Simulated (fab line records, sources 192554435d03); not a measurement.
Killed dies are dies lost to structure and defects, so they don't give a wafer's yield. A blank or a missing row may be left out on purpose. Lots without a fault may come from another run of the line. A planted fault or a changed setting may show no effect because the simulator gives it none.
fab line records | flow n5_finfet
record lots=5 wafers=15 last_day=18
route steps=1938 shown BEOL_M1@758 BEOL_M4@1111 PASSIVATION@1936
lots that met no fault: from a run of the same line without faults
start_h: hours from the record's first day to the start of the lot's first wafer shown | wait_h: hours since the lot's step before | " the same as in the row above | L1.1+2: a row that stands for several wafers | - no value, or no start given | * or withheld: withheld | < > ~ a bound
route shown NAME@n: a module of which the file shows steps, and the number in the route of the first | usual: mean/standard deviation of fault-free wafers | same: alike in all rows | chamber/n: place in a boat | sites: the reading at each site | _std_site: their standard deviation | _edge_site: outer sites' mean less inner sites' | radius_mm: how far each site lies from the wafer's centre | mask NAME#n: copy n | behind: the tool/chamber that last shaped the wafer | hold: why the lot was held/for how many hours/how that ended | device: the transistor (n, p or np) that didn't switch | end of line: the same wafers' tests at the end of the route | a step without rows: its recipe alone | killed: dies lost to structure and defects at the first sort, not the wafer's yield | map: a wafer's dies, x killed, . not, _ none there
set.NAME: the setting as run; set.NAME@STEP: as run at that earlier step | model.NAME: the simulator's own value behind a step, which no gauge read
lots at some steps of the route; a table a step, a row a wafer
services: from which hour (start_h, from the record's first day; less than 0 if before it) a tool's chamber was out of use, for how many hours, and why
## steps
# step N5_BEOL_M1_COAT_05
# recipe resist=CAR-EUV spin_rpm=1500 resist_thk_nm=30
# step N5_BEOL_M1_EBR_07
# recipe solvent=PGMEA ebr_width_mm=1.5
# step N5_BEOL_M1_SOFTBAKE_06
# recipe temp_c=110 time_s=60 resist=CAR-EUV
# step N5_BEOL_M1_EXPOSE_08
# recipe mask_id=M1 na=0.33 source_shape=dipole sigma_inner=0.369 sigma_outer=0.767 polarization=unpolarized dose_mj=33
# step N5_BEOL_M1_PEB_09
# recipe peb_temp_c=100 peb_time_s=60 resist=CAR-EUV
# step N5_BEOL_M1_DEVELOP_10
# recipe develop_time_s=30 developer=TMAH resist=CAR-EUV rinse_liquid=surfactant_rinse dry=air_spin dev_temp_c=23
# step N5_BEOL_M1_CD_MEAS_11
# recipe target_cd_nm=17.05 landing_energy_ev=500 detector=se_inlens polarity=opening
# usual cd_nm=17.02/0.29
# same landing_energy_ev=500
# columns lot.wafer tool chamber start_h wait_h cd_nm
L330.1 cd_sem-02 0 155.68 - 16.77
L330.5 " 0 " " 17.00
L330.6 " 0 " " 16.85
L334.1 cd_sem-02 0 177.62 - 17.19
L334.2 " 0 " " 17.12
L334.3 " 0 " " 16.91
L344.1 cd_sem-02 0 242.06 - 17.01
L344.3 " 0 " " 17.41
L344.6 " 0 " " 16.79
L346.1 cd_sem-01 0 252.50 - 16.67
L346.4 " 0 " " 17.39
L346.5 " 0 " " 17.00
L347.1 cd_sem-01 0 264.46 - 17.31
L347.3 " 0 " " 16.71
L347.5 " 0 " " 16.99
# step N5_BEOL_M1_OVL_MEAS_12
# recipe points_per_wafer=522
# usual M1_OVL=-0.1/0.61
# columns lot.wafer tool chamber start_h wait_h M1_OVL[nm]
L330.1 overlay-02 0 155.71 0.0 -0.4
L330.5 " 0 " " 0.4
L330.6 " 0 " " -0.3
L334.1 overlay-02 0 177.65 0.0 -0.6
L334.2 " 0 " " 0.8
L334.3 " 0 " " -0.4
L344.1 overlay-01 0 242.09 0.0 0.6
L344.3 " 0 " " 0.4
L344.6 " 0 " " 0.0
L346.1 overlay-01 0 252.53 0.0 -0.9
L346.4 " 0 " " -1.2
L346.5 " 0 " " -1.0
L347.1 overlay-02 0 264.49 0.0 0.5
L347.3 " 0 " " 1.3
L347.5 " 0 " " 1.2
# step N5_BEOL_M1_INSPECT_13
# recipe mode=adi inspect_instrument=brightfield
# usual raw_defect_count=392/100
# columns lot.wafer tool chamber start_h wait_h raw_defect_count
L330.1 defect_inspect-01 - 155.77 0.1 240
L330.5 " - " " 300
L330.6 " - " " 337
L334.1 defect_inspect-01 - 177.71 0.1 267
L334.2 " - " " 296
L334.3 " - " " 359
L344.1 defect_inspect-01 - 242.15 0.1 325
L344.3 " - " " 429
L344.6 " - " " 540
L346.1 defect_inspect-01 - 252.58 0.1 229
L346.4 " - " " 340
L346.5 " - " " 320
L347.1 defect_inspect-01 - 264.55 0.1 360
L347.3 " - " " 306
L347.5 " - " " 375
# step N5_BEOL_M1_DESCUM_16
# recipe chemistry=O2 time_s=7 source_power_w=50 bias_power_w=20 pressure_mtorr=20 rf_frequency_hz=2.712e+07 temp_c=40 resist=CAR-EUV o2_flow_sccm=225
# usual drypump_motor_current_A=5.8/0.44 oes_product_au=0.78/0.084 rf_fwd_power_W=49.40/0.21 rf_vpp_V=243.0/1.5 showerhead_plenum_p_Torr=2.09/0.091 throttle_valve_pct=20.4/0.35
# columns lot.wafer tool chamber start_h wait_h drypump_motor_current_A oes_product_au rf_fwd_power_W rf_hours_counter_h rf_vpp_V showerhead_plenum_p_Torr throttle_valve_pct
L330.1 rie_diel-01 3 157.32 1.5 6.0 0.67 49.61 225 242.9 1.99 20.4
L330.5 " 2 " " 5.5 0.74 49.47 - 241.1 1.96 20.2
L330.6 " 3 " " 6.0 0.67 49.69 - 240.8 1.99 20.4
L334.1 rie_diel-01 0 177.74 0.0 5.6 0.88 49.04 27 242.7 2.12 19.7
L334.2 " 3 " " 6.0 0.67 49.81 231 241.0 1.98 20.4
L334.3 " 2 " " 5.4 0.73 49.75 211 241.4 1.96 20.2
L344.1 rie_diel-02 1 242.18 0.0 5.8 0.85 49.23 48 243.6 2.23 20.0
L344.3 " 2 " " 5.1 0.80 49.51 97 244.2 2.10 20.5
L344.6 " 2 " " 5.1 0.80 49.49 - 244.2 2.10 20.5
L346.1 rie_diel-06 3 252.62 0.0 5.8 0.87 49.62 54 243.8 2.06 20.5
L346.4 " 1 " " 6.5 0.87 49.71 56 243.1 2.06 20.4
L346.5 " 2 " " 6.1 0.70 49.23 - 241.6 2.01 21.0
L347.1 rie_diel-06 1 264.58 0.0 6.5 0.87 49.38 61 243.4 2.06 20.4
L347.3 " 0 " " 6.8 0.69 49.64 218 242.8 2.17 20.6
L347.5 " 3 " " 5.7 0.85 49.67 - 243.7 2.05 20.5
# step N5_BEOL_M1_ETCH_74
# recipe chemistry=N2/H2 target=underlayer target_depth_a=65 mask_material=CAR-EUV time_s=5.2 ion_energy_ev=200 pressure_mtorr=30 source_w=840 bias_w=150 n2_flow_sccm=200 h2_flow_sccm=200 ends=cleared
# usual drypump_motor_current_A=5.8/0.42 etch_rf_on_time_s=5.35/0.16 oes_product_au=0.66/0.075 rf_fwd_power_W=819.5/2.6 rf_vpp_V=523.5/3 showerhead_plenum_p_Torr=2.53/0.1 throttle_valve_pct=17.8/0.31
# columns lot.wafer tool chamber start_h wait_h drypump_motor_current_A etch_rf_on_time_s oes_product_au rf_fwd_power_W rf_hours_counter_h rf_vpp_V showerhead_plenum_p_Torr throttle_valve_pct
L330.1 rie_diel-01 3 157.35 0.0 6.0 5.62 0.57 822.3 225 520.4 2.42 17.9
L330.5 " 2 " " 5.4 5.22 0.61 818.4 - 521.0 2.41 17.8
L330.6 " 3 " " 6.1 5.67 0.55 821.7 - 519.1 2.42 17.9
L334.1 rie_diel-01 0 177.77 0.0 5.6 5.13 0.77 821.5 27 525.1 2.60 17.3
L334.2 " 3 " " 6.1 5.54 0.57 818.8 231 517.5 2.41 17.9
L334.3 " 2 " " 5.4 5.18 0.61 820.2 211 520.7 2.40 17.8
L344.1 rie_diel-02 1 242.22 0.0 5.8 5.28 0.73 821.2 48 526.9 2.70 17.5
L344.3 " 2 " " 5.1 5.47 0.66 819.9 97 524.0 2.54 17.7
L344.6 " 2 " " 5.1 5.47 0.65 825.3 - 523.5 2.54 17.7
L346.1 rie_diel-06 3 252.65 0.0 5.7 5.44 0.72 823.4 54 522.5 2.47 17.7
L346.4 " 1 " " 6.5 5.28 0.73 822.8 56 522.7 2.49 17.7
L346.5 " 2 " " 6.2 5.33 0.59 825.5 - 518.9 2.43 18.5
L347.1 rie_diel-06 1 264.62 0.0 6.5 5.42 0.72 825.0 61 522.7 2.48 17.7
L347.3 " 0 " " 6.8 5.62 0.57 824.9 218 526.2 2.62 18.0
L347.5 " 3 " " 5.8 5.56 0.71 820.1 - 522.8 2.47 17.7
# step N5_BEOL_M1_ETCH_63
# recipe chemistry=CF4 target=SiARC target_depth_a=156 mask_material=CAR-EUV time_s=26 ion_energy_ev=80 pressure_mtorr=40 source_w=545 bias_w=36 Ar_flow_sccm=100 cf4_flow_sccm=100 ends=cleared
# usual drypump_motor_current_A=5.8/0.43 etch_rf_on_time_s=26.8/0.73 oes_product_au=0.66/0.073 rf_fwd_power_W=532.9/2.3 rf_vpp_V=183.9/1.3 showerhead_plenum_p_Torr=2.13/0.076 throttle_valve_pct=15.56/0.29
# columns lot.wafer tool chamber start_h wait_h drypump_motor_current_A etch_rf_on_time_s oes_product_au rf_fwd_power_W rf_hours_counter_h rf_vpp_V showerhead_plenum_p_Torr throttle_valve_pct
L330.1 rie_diel-01 3 157.37 0.0 6.0 27.8 0.56 538.6 225 181.1 2.03 15.64
L330.5 " 2 " " 5.5 26.0 0.62 533.9 - 181.1 2.05 15.63
L330.6 " 3 " " 6.0 27.7 0.57 538.4 - 182.5 2.03 15.65
L334.1 rie_diel-01 0 177.79 0.0 5.6 26.0 0.77 532.4 27 184.2 2.17 15.03
L334.2 " 3 " " 6.0 28.0 0.56 539.4 231 182.4 2.03 15.64
L334.3 " 2 " " 5.4 26.0 0.62 534.5 211 183.5 2.05 15.64
L344.1 rie_diel-02 1 242.23 0.0 5.8 26.6 0.73 531.1 48 186.3 2.25 15.16
L344.3 " 2 " " 5.0 26.9 0.66 532.7 97 183.9 2.16 15.61
L344.6 " 2 " " 5.0 27.0 0.66 530.0 - 184.0 2.16 15.63
L346.1 rie_diel-06 3 252.67 0.0 5.7 27.7 0.72 534.6 54 182.9 2.10 15.48
L346.4 " 1 " " 6.4 26.4 0.74 533.3 56 184.0 2.09 15.33
L346.5 " 2 " " 6.1 26.8 0.59 533.6 - 182.3 2.03 16.06
L347.1 rie_diel-06 1 264.64 0.0 6.5 26.5 0.73 534.9 61 183.4 2.09 15.35
L347.3 " 0 " " 6.8 27.4 0.58 532.7 218 184.2 2.18 15.69
L347.5 " 3 " " 5.8 27.7 0.71 535.6 - 182.2 2.10 15.50
# step N5_BEOL_M1_ETCH_64
# recipe chemistry=N2/H2 target=SOC target_depth_a=750 overetch_a=150 mask_material=SiARC temp_c=40 time_s=112.5 ion_energy_ev=200 pressure_mtorr=30 source_w=840 bias_w=150 n2_flow_sccm=200 h2_flow_sccm=200
# usual drypump_motor_current_A=5.8/0.43 oes_product_au=0.62/0.069 rf_fwd_power_W=836.6/2.4 rf_vpp_V=524/3 showerhead_plenum_p_Torr=2.53/0.1 throttle_valve_pct=17.8/0.31
# columns lot.wafer tool chamber start_h wait_h drypump_motor_current_A oes_product_au rf_fwd_power_W rf_hours_counter_h rf_vpp_V showerhead_plenum_p_Torr throttle_valve_pct model.BEOL_M1.cd_offset_nm model.SiARC_of_BEOL_M1_COAT_62.thk_nm
L330.1 rie_diel-01 3 157.40 0.0 6.1 0.55 836.0 225 521 2.42 17.8 -0.6 7.2
L330.5 " 2 " " 5.4 0.57 836.9 - 521 2.41 17.8 0 6.6
L330.6 " 3 " " 6.1 0.54 833.2 - 520 2.42 17.8 -0.4 7.2
L334.1 rie_diel-01 0 177.82 0.0 5.7 0.71 837.0 27 526 2.60 17.2 0 6.8
L334.2 " 3 " " 6.0 0.54 1038.9 231 483 2.42 17.8 0 6.6
L334.3 " 2 " " 5.4 0.57 838.4 211 520 2.40 17.8 0 6.6
L344.1 rie_diel-02 1 242.26 0.0 5.8 0.69 833.6 48 528 2.70 17.4 0.2 6.8
L344.3 " 2 " " 5.1 0.63 837.7 97 523 2.54 17.7 -0.2 7.2
L344.6 " 2 " " 5.1 0.62 839.2 - 525 2.54 17.7 0 7.2
L346.1 rie_diel-06 3 252.70 0.0 5.8 0.69 838.4 54 523 2.47 17.7 -0.2 7.2
L346.4 " 1 " " 6.5 0.69 839.6 56 521 2.49 17.7 -0.2 7
L346.5 " 2 " " 6.2 0.56 840.3 - 521 2.43 18.5 -0.6 6.8
L347.1 rie_diel-06 1 264.66 0.0 6.5 0.69 840.3 61 522 2.48 17.7 -0.2 7
L347.3 " 0 " " 6.8 0.55 837.9 218 526 2.62 17.9 -0.2 7.2
L347.5 " 3 " " 5.7 0.68 833.4 - 523 2.47 17.7 0 7.2
# step N5_BEOL_M1_STRIP_65
# recipe chemistry=N2/H2 temp_c=40 n2_flow_sccm=200 h2_flow_sccm=200 rf_frequency_hz=6e+07
# step N5_BEOL_M4_RC_MEAS_101
# usual DIBL_N=35.0/2.4 DIBL_P=35.4/2.8 IOFF_N=0.14/0.045 IOFF_P=0.20/0.048 ION_N=667/19 ION_P=460/11 SS_N=71.2/0.71 SS_P=73.1/0.86 VT_N=252/4.6 VT_P=-251/3.4
# columns lot.wafer tool chamber start_h wait_h DIBL_N[mV/V] DIBL_P[mV/V] IOFF_N[nA/um] IOFF_P[nA/um] ION_N[uA/um] ION_P[uA/um] SS_N[mV/dec] SS_P[mV/dec] VT_N[mV] VT_P[mV]
L330.1 prober-02 0 208.13 0.0 34.7 32.9 0.13 0.17 643 446 71.5 72.7 252 -252
L330.5 " 0 " " 36.0 34.7 0.15 0.20 658 458 71.7 73.4 248 -250
L330.6 " 0 " " 34.6 34.1 0.14 0.19 668 462 71.1 72.3 250 -249
L334.1 prober-02 0 226.65 0.0 35.0 35.9 0.15 0.19 689 467 71.7 73.7 248 -250
L334.2 " 0 " " 31.7 30.9 0.09 0.13 628 438 71.0 71.4 260 -259
L334.3 " 0 " " 34.4 33.3 0.12 0.16 652 448 71.1 72.8 253 -250
L344.1 prober-01 0 282.17 0.0 31.6 32.4 0.09 0.17 640 443 70.0 72.8 258 -252
L344.3 " 0 " " 36.1 37.6 0.15 0.22 690 472 71.2 73.7 252 -250
L344.6 " 0 " " 32.0 30.9 0.08 0.14 655 453 70.7 72.6 259 -257
L346.1 prober-02 0 302.25 0.0 30.8 33.0 0.10 0.14 656 461 70.8 72.5 255 -255
L346.4 " 0 " " 34.7 37.7 0.15 0.20 674 461 71.4 73.3 248 -251
L346.5 " 0 " " 31.4 33.8 0.11 0.16 672 471 70.4 73.0 253 -255
L347.1 prober-01 0 311.26 0.0 38.3 40.4 0.22 0.30 695 475 71.2 74.0 247 -246
L347.3 " 0 " " 33.8 34.3 0.12 0.17 655 451 70.8 72.2 256 -253
L347.5 " 0 " " 36.6 38.4 0.18 0.25 695 475 71.8 74.2 247 -248
# step N5_PASSIVATION_PROBE_49
# usual defect_limited_yield=91.7/1.4 killed_at_M0_to_M3=32/9.7 killed_at_M4_up=14/5.5 killed_at_contacts=13/6.1 killed_at_front_end=35/10 killed_at_other=4.2/2.9 killed_dies=98/17 killed_open=63/12 killed_short=32/7.7 sort_bin_5_function=4.8/0.9 sort_bin_6_memory=3.1/0.63 sort_bin_8_speed=1/3.3 sort_n_pass=1073/41 sort_yield_pct=91/3.5
# same gross_dies=1180 killed_at_back_side=0 sort_bin_4_leakage[%]=0
# columns lot.wafer tool chamber start_h wait_h defect_limited_yield[%] killed_at_M0_to_M3 killed_at_M4_up killed_at_contacts killed_at_front_end killed_at_other killed_dies killed_open killed_short sort_bin_5_function[%] sort_bin_6_memory[%] sort_bin_8_speed[%] sort_n_pass sort_yield_pct[%]
L334.1 prober-02 - 319.71 0.0 90.9 61 14 5 26 1 107 78 28 4.8 4.0 0 1073 91
L334.2 prober-02 - 319.76 0.1 91.4 38 8 5 50 1 102 66 25 4.7 3.1 11 949 80
L334.3 prober-02 - 319.81 0.1 92.6 36 7 12 29 3 87 53 33 4.2 2.6 0 1093 93
# killed by level:class
L334.1 BEOL_M3:geometric_particle:open=21 BEOL_M1:geometric_particle:open=14 BEOL_M4:geometric_particle:open=10 STI_FIN_REVEAL:geometric_particle:open=9 BEOL_M1:geometric_particle:short=6 BEOL_M2:geometric_particle:open=6 MOL_CONTACT_COAG:geometric_particle:open=5 BEOL_M3:geometric_particle:short=5
L334.2 STI_FIN_REVEAL:geometric_particle:open=20 BEOL_M1:geometric_particle:open=8 BEOL_M3:geometric_particle:open=8 HKMG_FIN:area_etch=8 DUMMY_GATE:geometric_particle:open=5 BEOL_M0_SAQP:geometric_particle:short=5 BEOL_M0:geometric_particle:open=5 BEOL_M2:geometric_particle:open=4
L334.3 MOL_CONTACT_COAG:geometric_particle:open=8 BEOL_M0_SAQP:geometric_particle:short=6 BEOL_M1:geometric_particle:open=6 BEOL_M2:geometric_particle:open=6 BEOL_M3:geometric_particle:short=6 DUMMY_GATE:geometric_particle:open=5 GATE_CUT:geometric_particle:open=5 STI_FIN_REVEAL:geometric_particle:open=4
## services
# columns tool chamber start_h hours kind
rie_diel-02 3 134.23 1.3 repair
rie_diel-02 - 147.33 14.6 pm
rie_diel-02 1 176.33 5.3 repair
rie_diel-01 3 198.80 7.3 repair
rie_diel-01 3 211.77 18.5 repair
## key
first_sign step=N5_BEOL_M1_ETCH_64 reading=rf_fwd_power_W direction=up sigmas=83 usual=* struck=*
effect step=N5_BEOL_M1_ETCH_64 reading=rf_vpp_V direction=down sigmas=13 usual=524 struck=483
model_effect step=N5_BEOL_M1_ETCH_64 value=BEOL_M1.cd_offset_nm without=-0.6 struck=0
met_at N5_BEOL_M1_ETCH_64
struck_wafers L334.2
onset_between 157.40 177.82
fault kind=process_parameter_drift tool=rie_diel-01 chamber=3 onset_h=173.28 steps=N5_BEOL_M1_ETCH_64 channel=source_w offset=201.6 shape=step end_h=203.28 acts_in=these_recipes_only stated=840
